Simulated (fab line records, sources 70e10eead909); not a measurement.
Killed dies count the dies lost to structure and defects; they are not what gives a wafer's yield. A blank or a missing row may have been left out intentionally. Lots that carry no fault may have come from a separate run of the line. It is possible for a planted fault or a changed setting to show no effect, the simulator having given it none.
fab line records | flow nand-harc | part 1 of 2: steps 1 to 4 of 6
record: lots: 22 wafers: 66 last-day: 25
route steps=1159 shown P_M2@331 P_BONDPAD@374 A_ONON_D1@446 A_CHANNEL_HOLE_D1@484 A_STAIRCASE@583
lots that met no fault: taken from a fault-free run of the same line
start-h: hours from the record's first day to the start of the lot's first wafer shown | wait-h: hours since the lot's step before | " repeats the value in the row above | L1.1+2: one row covering several wafers at once | - no value, or no start was given | * or withheld: withheld | < > ~ a bound
route shown NAME@n: NAME is a module with steps in the file, n the number in the route of the first one | usual: the fault-free wafers' mean and standard deviation | same: alike in all rows | chamber/n: place in a boat | sites: readings site by site | _std_site: their standard deviation | _edge_site: the outer-site mean with the inner-site mean subtracted | radius-mm: how far each site lies from the wafer's centre | mask NAME#n: copy n | behind: the last tool/chamber to shape the wafer | hold: cause of the lot's hold/its duration in hours/its outcome | device: which transistor (n, p or np) failed to switch | end of line: tests run on the same wafers once the route is complete | step lacking rows: just its recipe | killed: dies lost to structure and defects at the first sort, not the wafer's yield | map: per-die view of a wafer (x killed, . not killed, _ where there is no die)
set.NAME: the setting as run; set.NAME@STEP: as run at that earlier step | model.NAME: the simulator's own value behind a step, which no gauge read
one table for each step of the route and one row for each wafer, over a sample of lots
services: when a tool's chamber went out of use (start-h, in hours from the record's first day, below 0 if earlier), for how many hours, and the reason
== steps ==
step: NHARC_P_M2_DESCUM_14
recipe: time-s: 3 o2-flow-sccm: 200 ar-flow-sccm: 0 bias-power-w: 0 chemistry: O2
usual: drypump-motor-current-A: 5.9/0.48 oes-product-au: 0.996/0.011 rf-vpp-V: 57.9/0.86 showerhead-plenum-p-Torr: 1.91/0.072 throttle-valve-pct: 11.311/0.0091
columns lot.wafer tool chamber start-h wait-h drypump-motor-current-A oes-product-au rf-hours-counter-h rf-vpp-V showerhead-plenum-p-Torr throttle-valve-pct
L074.4 rie-diel-09 3 130.15 0.1 6.3 1.015 1 58.2 1.90 11.324
L074.3 " 1 " " 5.4 0.995 2 58.3 1.88 11.303
L074.5 " 3 " " 6.3 1.016 - 58.3 1.90 11.314
L076.2 rie-diel-09 1 136.36 0.1 5.4 0.993 2 58.7 1.88 11.319
L076.3 " 2 " " 5.5 0.998 2 57.6 1.85 11.313
L076.6 " 1 " " 5.5 1.004 - 57.9 1.88 11.303
L077.4 rie-diel-08 1 141.01 0.1 6.1 0.981 1 56.6 1.88 11.309
L077.1 " 3 " " 6.2 0.994 1 57.7 1.83 11.304
L077.5 " 2 " " 4.9 1.005 - 59.9 2.04 11.308
L078.3 rie-diel-08 2 149.08 0.1 4.9 0.997 2 58.6 2.04 11.302
L078.4 " 3 " " 6.2 0.986 2 57.4 1.83 11.303
L078.1 " 0 " " 6.3 1.006 2 56.1 1.86 11.319
L080.2 rie-diel-09 0 161.08 0.1 6.4 0.993 3 56.8 2.02 11.306
L080.5 " 0 " " 6.3 0.985 - 58.6 2.02 11.320
L080.6 " 1 " " 5.4 0.990 - 59.3 1.88 11.306
L081.2 rie-diel-08 0 170.23 0.1 6.3 1.004 7 57.5 1.86 11.313
L081.4 " 1 " " 6.1 0.980 8 57.9 1.88 11.341
L081.6 " 3 " " 6.2 0.991 - 57.4 1.83 11.306
L082.1 rie-diel-08 3 175.54 0.1 6.2 1.000 8 56.2 1.83 11.319
L082.2 " 2 " " 4.9 0.997 9 57.0 2.04 11.307
L082.6 " 3 " " 6.2 0.991 - 58.4 1.83 11.302
L083.4 rie-diel-08 3 178.88 0.1 6.2 0.996 9 57.3 1.83 11.328
L083.3 " 0 " " 6.3 1.018 9 57.9 1.86 11.297
L083.5 " 2 " " 4.9 1.011 - 58.5 2.04 11.313
L084.1 rie-diel-09 3 180.22 0.1 6.3 1.008 3 55.8 1.90 11.317
L084.4 " 0 " " 6.3 0.983 4 58.4 2.02 11.304
L084.3 " 2 " " 5.5 0.999 4 58.4 1.85 11.294
L087.2 rie-diel-09 2 198.89 0.1 5.5 1.001 4 59.2 1.85 11.307
L087.4 " 3 " " 6.3 1.011 4 56.6 1.90 11.322
L087.5 " 2 " " 5.5 0.997 - 59.3 1.85 11.320
L088.1 rie-diel-09 0 199.28 0.1 6.4 0.993 4 57.1 2.02 11.310
L088.3 " 1 " " 5.5 0.987 4 57.6 1.88 11.306
L088.6 " 3 " " 6.3 1.017 - 57.2 1.90 11.320
L086.3 rie-diel-09 0 201.53 0.1 6.4 0.991 4 58.0 2.02 11.318
L086.2 " 2 " " 5.5 1.004 4 57.1 1.85 11.297
L086.5 " 1 " " 5.5 0.987 - 57.9 1.88 11.313
L085.1 rie-diel-09 2 212.29 0.1 5.5 0.995 4 57.4 1.85 11.323
L085.2 " 3 " " 6.3 1.002 4 58.8 1.90 11.292
L085.3 " 0 " " 6.3 0.997 5 58.9 2.02 11.302
L089.3 rie-diel-08 2 219.62 0.1 4.9 1.007 18 57.6 2.04 11.315
L089.5 " 0 " " 6.3 1.006 - 57.6 1.85 11.331
L089.6 " 1 " " 6.2 0.985 - 57.1 1.88 11.305
L091.3 rie-diel-09 0 223.29 0.1 6.3 0.985 5 58.1 2.02 11.308
L091.4 " 1 " " 5.4 0.990 5 58.4 1.88 11.316
L091.5 " 3 " " 6.3 1.011 - 57.6 1.90 11.326
L090.1 rie-diel-08 1 224.08 0.1 6.1 0.992 19 59.2 1.88 11.294
L090.5 " 1 " " 6.1 0.979 - 58.0 1.88 11.320
L090.4 " 3 " " 6.2 1.004 - 57.4 1.83 11.308
L093.1 rie-diel-09 0 235.90 0.1 6.3 0.987 6 57.5 2.02 11.302
L093.3 " 1 " " 5.4 0.998 5 57.8 1.88 11.319
L093.5 " 3 " " 6.3 1.004 - 58.1 1.90 11.307
L092.3 rie-diel-04 3 241.30 0.1 6.0 0.991 45 57.9 1.98 11.309
L092.5 " 0 " " 5.7 0.996 - 56.2 1.97 11.309
L092.6 " 1 " " 5.5 1.001 - 58.6 1.89 11.321
L094.1 rie-diel-09 1 246.17 0.1 5.5 0.986 6 58.3 1.88 11.310
L094.3 " 3 " " 6.3 1.003 6 58.1 1.90 11.321
L094.6 " 1 " " 5.4 0.983 - 58.7 1.88 11.317
L097.2 rie-diel-08 3 259.05 0.1 6.2 0.993 24 57.5 1.83 11.304
L097.1 " 1 " " 6.2 0.969 25 57.7 1.87 11.313
L097.6 " 3 " " 6.2 0.997 - 57.8 1.83 11.326
L095.3 rie-diel-08 1 259.66 0.1 6.1 0.970 25 58.1 1.87 11.314
L095.1 " 3 " " 6.2 0.998 24 56.7 1.83 11.304
L095.5 " 0 " " 6.3 1.010 - 58.4 1.85 11.301
L096.2 rie-diel-09 0 265.87 0.1 6.4 0.986 0 58.4 2.02 11.289
L096.4 " 1 " " 5.5 0.974 0 56.6 1.88 11.313
L096.5 " 3 " " 6.3 1.000 - 57.0 1.90 11.324
step: NHARC_P_M2_ETCH_35
recipe: target-depth-a: 400 overetch-a: 120 time-s: 43.94 ion-energy-ev: 200 n2-flow-sccm: 150 h2-flow-sccm: 150 ar-flow-sccm: 0 rf-w: 400 bias-w: 150 chemistry: N2/H2
usual: drypump-motor-current-A: 5.8/0.48 n2-flow-sccm: 150.0/0.44 oes-product-au: 0.997/0.011 rf-vpp-V: 430.4/2.3 showerhead-plenum-p-Torr: 2.03/0.079 throttle-valve-pct: 14.171/0.009
columns lot.wafer tool chamber start-h wait-h drypump-motor-current-A n2-flow-sccm oes-product-au rf-hours-counter-h rf-vpp-V showerhead-plenum-p-Torr throttle-valve-pct
L074.3 rie-diel-09 1 130.24 0.1 5.5 150.0 0.994 2 430.1 2.00 14.164
L074.4 " 2 " " 5.5 150.7 0.990 1 429.0 1.97 14.166
L074.5 " 1 " " 5.5 149.9 0.993 - 428.4 2.00 14.183
L076.3 rie-diel-09 3 136.46 0.1 6.3 150.3 1.014 2 430.0 2.02 14.174
L076.2 " 0 " " 6.4 150.7 1.001 2 434.1 2.15 14.166
L076.6 " 1 " " 5.4 149.3 1.003 - 428.5 2.00 14.185
L077.4 rie-diel-08 2 141.10 0.1 4.9 149.9 1.000 1 433.9 2.18 14.156
L077.1 " 3 " " 6.2 150.2 0.997 1 428.9 1.95 14.157
L077.5 " 2 " " 4.9 150.9 0.994 - 434.4 2.18 14.162
L078.3 rie-diel-08 1 149.17 0.1 6.1 150.3 0.987 2 428.9 2.00 14.159
L078.4 " 2 " " 4.9 149.9 0.979 2 435.2 2.18 14.178
L078.1 " 0 " " 6.3 149.5 1.015 2 427.5 1.98 14.179
L080.2 rie-diel-09 0 161.19 0.1 6.3 149.9 0.992 3 434.1 2.15 14.157
L080.5 " 1 " " 5.4 149.3 0.982 - 429.2 2.00 14.169
L080.6 " 2 " " 5.5 149.8 0.987 - 428.8 1.97 14.174
L081.2 rie-diel-08 2 170.33 0.1 4.9 150.5 1.003 7 435.2 2.18 14.176
L081.4 " 0 " " 6.3 149.4 1.020 7 429.1 1.98 14.174
L081.6 " 3 " " 6.2 150.4 1.004 - 429.2 1.95 14.172
L082.1 rie-diel-08 3 175.63 0.1 6.2 149.4 1.004 8 427.3 1.95 14.154
L082.2 " 0 " " 6.3 149.7 1.018 9 427.7 1.98 14.166
L082.6 " 2 " " 4.9 149.6 1.005 - 434.6 2.18 14.169
L083.3 rie-diel-08 3 179.12 0.2 6.2 149.6 0.997 9 429.4 1.95 14.180
L083.4 " 1 " " 6.1 149.5 0.992 10 430.6 2.00 14.176
L083.5 " 0 " " 6.3 149.9 1.012 - 430.2 1.98 14.162
L084.3 rie-diel-09 0 180.31 0.1 6.4 149.8 0.992 4 434.2 2.15 14.174
L084.1 " 1 " " 5.4 149.8 0.984 3 429.8 2.00 14.171
L084.4 " 2 " " 5.5 149.5 0.999 4 428.8 1.97 14.165
L087.4 rie-diel-09 0 198.99 0.1 6.3 150.0 0.987 4 434.5 2.15 14.177
L087.2 " 1 " " 5.4 149.7 0.992 4 428.6 2.00 14.179
L087.5 " 3 " " 6.3 150.2 1.022 - 429.1 2.02 14.173
L088.3 rie-diel-09 0 199.37 0.1 6.4 150.6 0.986 4 433.2 2.15 14.174
L088.1 " 1 " " 5.4 149.5 0.987 4 428.3 2.00 14.179
L088.6 " 3 " " 6.3 150.5 1.009 - 430.8 2.02 14.160
L086.3 rie-diel-09 2 201.61 0.1 5.5 149.2 1.003 4 428.7 1.97 14.165
L086.2 " 0 " " 6.3 150.7 0.999 4 432.4 2.15 14.167
L086.5 " 2 " " 5.5 149.3 1.008 - 428.9 1.97 14.162
L085.1 rie-diel-09 1 212.37 0.1 5.4 150.3 0.987 5 429.0 2.00 14.173
L085.3 " 2 " " 5.5 150.1 1.001 4 429.4 1.97 14.141
L085.2 " 0 " " 6.4 149.3 0.994 5 432.8 2.15 14.173
L089.3 rie-diel-08 3 219.70 0.1 6.2 149.9 0.993 17 427.4 1.95 14.153
L089.6 " 0 " " 6.3 150.2 1.012 - 428.9 1.97 14.171
L089.5 " 1 " " 6.1 149.8 0.983 - 429.7 2.00 14.173
L091.3 rie-diel-09 3 223.37 0.1 6.3 150.1 1.001 5 431.3 2.02 14.151
L091.4 " 0 " " 6.4 150.4 0.976 5 433.7 2.15 14.168
L091.5 " 1 " " 5.4 149.6 0.983 - 429.9 2.00 14.175
L090.1 rie-diel-08 3 224.19 0.1 6.2 149.9 0.989 18 428.0 1.95 14.179
L090.5 " 3 " " 6.2 149.9 1.000 - 427.3 1.95 14.175
L090.4 " 1 " " 6.1 149.3 0.978 - 430.0 2.00 14.177
L093.3 rie-diel-09 2 235.97 0.1 5.5 149.6 0.991 5 427.9 1.97 14.178
L093.1 " 3 " " 6.3 149.6 1.005 5 429.8 2.02 14.175
L093.5 " 2 " " 5.6 149.5 0.992 - 429.5 1.97 14.173
L092.3 rie-diel-04 3 241.42 0.1 6.0 149.1 0.985 45 432.8 2.12 14.180
L092.5 " 0 " " 5.7 150.4 1.005 - 433.1 2.11 14.157
L092.6 " 1 " " 5.5 150.4 0.990 - 429.3 2.02 14.162
L094.1 rie-diel-09 0 246.25 0.1 6.3 149.4 0.967 6 432.6 2.15 14.160
L094.3 " 1 " " 5.4 150.9 0.981 6 429.3 2.00 14.178
L094.6 " 3 " " 6.3 149.6 1.004 - 430.0 2.02 14.169
L097.2 rie-diel-08 2 259.13 0.1 4.9 149.9 1.003 25 435.6 2.17 14.161
L097.1 " 3 " " 6.2 150.4 1.004 24 428.4 1.95 14.161
L097.6 " 2 " " 4.9 149.8 1.000 - 435.2 2.17 14.190
L095.1 rie-diel-08 1 259.98 0.3 6.2 150.2 0.985 26 428.5 2.00 14.168
L095.3 " 2 " " 4.9 150.7 0.996 25 434.1 2.17 14.190
L095.5 " 3 " " 6.2 149.9 1.007 - 429.1 1.95 14.182
L096.2 rie-diel-09 1 265.95 0.1 5.5 150.9 0.986 0 428.7 2.00 14.183
L096.4 " 2 " " 5.5 150.5 0.995 0 429.5 1.97 14.180
L096.5 " 0 " " 6.3 150.2 0.987 - 433.3 2.15 14.161
step: NHARC_P_BONDPAD_DEGAS_25
recipe: temp-c: 300 time-s: 60
usual: heater-power-w: 488/53
columns lot.wafer tool chamber start-h wait-h heater-power-w
L074.3 pvd-sputter-03 - 135.75 - 477
L074.4 " - " " 527
L074.5 " - " " 538
L076.2 pvd-sputter-01 - 141.99 - 529
L076.3 " - " " 477
L076.6 " - " " 526
L077.4 pvd-sputter-02 - 146.70 - 477
L077.1 " - " " 598
L077.5 " - " " 438
L078.4 pvd-sputter-01 - 154.79 - 431
L078.3 " - " " 525
L078.1 " - " " 463
L080.2 pvd-sputter-03 - 166.88 - 428
L080.5 " - " " 544
L080.6 " - " " 468
L081.4 pvd-sputter-01 - 176.24 - 503
L081.2 " - " " 435
L081.6 " - " " 516
L082.1 pvd-sputter-01 - 181.14 - 485
L082.2 " - " " 507
L082.6 " - " " 420
L083.4 pvd-sputter-03 - 185.30 - 542
L083.3 " - " " 472
L083.5 " - " " 518
L084.4 pvd-sputter-03 - 186.46 - 529
L084.3 " - " " 546
L084.1 " - " " 483
L087.2 pvd-sputter-01 - 204.67 - 471
L087.4 " - " " 432
L087.5 " - " " 552
L088.3 pvd-sputter-02 - 204.92 - 414
L088.1 " - " " 424
L088.6 " - " " 415
L086.3 pvd-sputter-02 - 207.47 - 598
L086.2 " - " " 407
L086.5 " - " " 402
L085.3 pvd-sputter-01 - 218.20 - 441
L085.1 " - " " 548
L085.2 " - " " 463
L089.3 pvd-sputter-03 - 225.11 - 540
L089.5 " - " " 518
L089.6 " - " " 547
L091.3 pvd-sputter-01 - 228.83 - 543
L091.4 " - " " 443
L091.5 " - " " 560
L090.1 pvd-sputter-02 - 229.65 - 481
L090.4 " - " " 484
L090.5 " - " " 485
L093.3 pvd-sputter-01 - 241.46 - 422
L093.1 " - " " 553
L093.5 " - " " 461
L092.3 pvd-sputter-01 - 247.40 - 415
L092.6 " - " " 517
L092.5 " - " " 425
L094.3 pvd-sputter-02 - 251.70 - 424
L094.1 " - " " 488
L094.6 " - " " 549
L097.2 pvd-sputter-01 - 265.26 - 538
L097.1 " - " " 472
L097.6 " - " " 429
L095.3 pvd-sputter-01 - 265.91 - 471
L095.1 " - " " 531
L095.5 " - " " 522
L096.2 pvd-sputter-01 - 271.41 - 425
L096.4 " - " " 537
L096.5 " - " " 510
step: NHARC_A_ONON_D1_DEP_33
recipe: target-thk-a: 2000 temp-c: 400 pressure-torr: 6.5 rf-w: 900 teos-flow-sccm: 161.4 flow-sccm: 2650 target-thk-nm: 200 gas: O2 material: SiO2
usual: chamber-pressure-Torr: 6.496/0.013 flow-sccm: 2651/8 heater-power-w: 598/98 throttle-valve-pct: 16.0/0.54
columns lot.wafer tool chamber start-h wait-h chamber-pressure-Torr flow-sccm heater-power-w throttle-valve-pct
L074.3 pecvd-02 2 175.15 0.1 6.479 2651 724 15.1
L074.4 " 1 " " 6.484 2650 462 15.2
L074.5 " 2 " " 6.494 2642 741 15.0
L076.2 pecvd-02 0 182.73 0.1 6.490 2653 710 16.8
L076.3 " 1 " " 6.506 2653 511 15.4
L076.6 " 1 " " 6.483 2652 520 15.4
L077.1 pecvd-04 2 188.98 0.1 6.501 2656 483 15.5
L077.5 " 1 " " 6.499 2653 488 17.0
L077.4 " 2 " " 6.496 2653 508 15.3
L078.1 pecvd-01 1 195.75 0.1 6.494 2652 636 16.7
L078.3 " 2 " " 6.500 2641 512 16.2
L078.4 " 1 " " 6.497 2665 653 16.3
L080.2 pecvd-01 0 204.44 0.1 6.514 2647 662 16.0
L080.5 " 2 " " 6.499 2658 580 16.3
L080.6 " 1 " " 6.502 2650 681 16.5
L081.2 pecvd-01 1 214.83 0.1 6.506 2664 584 16.3
L081.4 " 2 " " 6.502 2645 452 16.4
L081.6 " 1 " " 6.514 2658 600 16.0
L082.1 pecvd-01 1 225.68 0.1 6.478 2656 551 16.4
L082.2 " 0 " " 6.514 2657 708 16.1
L082.6 " 0 " " 6.505 2645 694 15.9
L083.3 pecvd-04 2 225.79 0.1 6.529 2647 478 15.5
L083.4 " 1 " " 6.497 2652 471 16.5
L083.5 " 2 " " 6.525 2640 484 15.6
L084.1 pecvd-02 1 225.89 0.2 6.469 2646 442 15.2
L084.3 " 0 " " 6.492 2652 767 16.6
L084.4 " 0 " " 6.526 2649 615 16.7
L086.2 pecvd-04 2 245.32 0.1 6.514 2642 501 15.4
L086.3 " 1 " " 6.520 2650 502 16.6
L086.5 " 0 " " 6.493 2669 637 16.2
L088.1 pecvd-02 0 245.37 0.1 6.489 2651 698 16.6
L088.3 " 2 " " 6.475 2655 760 15.1
L088.6 " 2 " " 6.489 2641 778 15.0
L087.2 pecvd-04 1 245.69 0.3 6.476 2655 505 16.6
L087.4 " 2 " " 6.498 2653 529 15.6
L087.5 " 1 " " 6.472 2654 508 16.9
L085.3 pecvd-01 0 257.71 0.1 6.508 2645 531 15.8
L085.2 " 1 " " 6.509 2657 621 16.0
L085.1 " 2 " " 6.488 2642 552 15.8
L089.3 pecvd-04 2 262.60 0.1 6.499 2666 462 15.8
L089.5 " 2 " " 6.484 2648 460 15.6
L089.6 " 1 " " 6.491 2648 474 16.6
L090.1 pecvd-02 2 267.66 0.1 6.496 2652 675 15.0
L090.4 " 1 " " 6.498 2648 389 15.4
L090.5 " 2 " " 6.496 2654 696 15.2
L091.3 pecvd-01 1 267.79 0.3 6.496 2639 733 16.1
L091.5 " 2 " " 6.489 2647 564 16.1
L091.4 " 0 " " 6.520 2647 664 15.8
L092.3 pecvd-04 0 282.60 0.2 6.500 2641 624 16.9
L092.6 " 1 " " 6.487 2655 452 16.8
L092.5 " 0 " " 6.475 2644 645 16.6
L093.3 pecvd-01 2 282.60 0.2 6.491 2656 588 16.1
L093.1 " 0 " " 6.503 2650 607 15.7
L093.5 " 0 " " 6.487 2657 623 16.0
L094.3 pecvd-01 1 290.10 0.1 6.512 2650 681 16.2
L094.1 " 0 " " 6.477 2657 662 16.0
L094.6 " 0 " " 6.483 2649 657 15.9
L097.1 pecvd-01 0 305.71 0.1 6.488 2644 658 15.9
L097.2 " 2 " " 6.481 2640 567 16.1
L097.6 " 1 " " 6.468 2654 760 16.1
L095.1 pecvd-04 2 305.85 0.1 6.468 2655 470 15.8
L095.3 " 1 " " 6.485 2654 457 16.9
L095.5 " 1 " " 6.500 2650 472 16.7
L096.2 pecvd-01 1 316.11 0.1 6.505 2651 735 16.4
L096.5 " 0 " " 6.506 2653 698 16.0
L096.4 " 2 " " 6.480 2641 598 16.0
